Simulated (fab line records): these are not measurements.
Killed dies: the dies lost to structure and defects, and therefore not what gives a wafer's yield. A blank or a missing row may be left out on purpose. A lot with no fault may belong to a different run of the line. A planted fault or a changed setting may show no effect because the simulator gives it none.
Comparing a struck lot with a sound one || flow n5 finfet || 15 steps out of a route of 1938
Sound: these wafers, L744.1, L744.2, L744.5. Wafers L763.2, L763.4, L763.6 were the ones struck. The cause comes at the end.
At each step with rows: each side's tool, then ch and its chambers, then its first start. Under that, the readings that differ: sound wafers || struck wafers || difference of the means || sigmas: that difference in standard deviations of wafers without a fault.
alike: readings with means less than 2 such deviations apart, plus words and numbers identical on both sides. not compared: withheld readings, readings lacking a value on some wafer, bounds such as >300 that could conceal the same value, and numbers that have no deviation in the record and whose values overlap.
Wherever a step has rows on one side only, a row that says differs or no value, or a row with sigmas, the two part there. Non-overlapping numbers with no deviation appear without sigmas and do not part them. A reading missing from all wafers of one side parts the sides only when that side holds two or more wafers.

first, 2 steps without rows for these wafers: N5_DUMMY_GATE_PRECLEAN_00 (cleans in O3/DIW, time 60 s); N5_DUMMY_GATE_SRD_01 (time 30 s).
N5_DUMMY_GATE_ALD_02: deposits SiO2, target thk 2 nm, pulse time 1 s.
  sound on ald sin-01 ch 0,3, day 2 21:31; struck on ald sin-03 ch 0,3, day 7 13:35
  alike: heater power w, precursor pulse height rel
then, 3 steps without rows for these wafers: N5_DUMMY_GATE_CVD_03 (deposits a-Si from SiH4, target thk 150 nm, time 8042 s); N5_DUMMY_GATE_PRECLEAN_46 (cleans in DIW, time 89.5 s); N5_DUMMY_GATE_SRD_47 (dry time 32 s).
N5_DUMMY_GATE_CMP_04: polishes a-Si.
  sound on cmp-04 ch 1,2, day 3 01:23; struck on cmp-02 ch 0,2,3, day 7 17:27
  alike: motor current A, slurry filter dp kPa, time to endpoint s
N5_DUMMY_GATE_THK_MEAS_05:
  struck on film metro-01, day 7 17:40; sound on film metro-02, day 3 01:35
  alike: thk nm
then, 4 steps without rows for these wafers: N5_DUMMY_GATE_HM_DEP_06 (deposits SiNx from DCS/NH3, target thk 80 nm, time 5141 s); N5_DUMMY_GATE_PECVD_30 (deposits SiO2 from TEOS/O2, target thk 55 nm, time 10.8 s); N5_DUMMY_GATE_COAT_34 (time 60 s, resist thk 60 nm); N5_DUMMY_GATE_COAT_35 (time 60 s, resist thk 10 nm).
N5_DUMMY_GATE_COAT_28: time 60 s, resist thk 10 nm.
  sound on litho track-04 ch 0, day 3 05:37; struck on litho track-03 ch 0, day 7 21:41
{"reading": "dispense pressure kPa (kPa)", "sound": "56.8 56.8 56.8", "struck": "50.2 50.2 50.1", "difference": -6.6, "sigmas": -2}
{"reading": "spin speed rpm (rpm)", "sound": "1500.4 1500.7 1501.1", "struck": "1301.8 1301.1 1300.9", "difference": -199.5, "sigmas": "-99 or more"}
{"reading": "model.underlayer_of_DUMMY_GATE_COAT_28.thk nm (nm)", "sound": "10 10 10", "struck": "10.8 10.8 10.8", "difference": "+0.8", "sigmas": ""}
  alike: heater power total W, resist line temp C
then, 1 step without rows for these wafers: N5_DUMMY_GATE_COAT_09 (resist thk 30 nm).
-- a jump in the record: the struck wafers' starts before and after are 11 days apart (it breaks off in module DUMMY_GATE and resumes in module PASSIVATION, where the first step shown is number 1936 of the route) --
N5_PASSIVATION_PROBE_49:
  struck on prober-02, day 18 21:41; sound on prober-01, day 13 09:20
  alike: killed_at_M0_to_M3, killed_at_M4_up, killed at contacts, killed at front end, killed at other, killed dies, killed open, killed short

## WHERE THEY PART
At N5_DUMMY_GATE_COAT_28 and nowhere else, as far as this record goes. Later steps at which nothing parts them and some readings are alike: N5_PASSIVATION_PROBE_49.

WHY: what had been put in by the simulator
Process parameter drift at N5_DUMMY_GATE_COAT_28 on litho track-03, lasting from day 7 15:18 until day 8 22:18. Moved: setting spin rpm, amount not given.
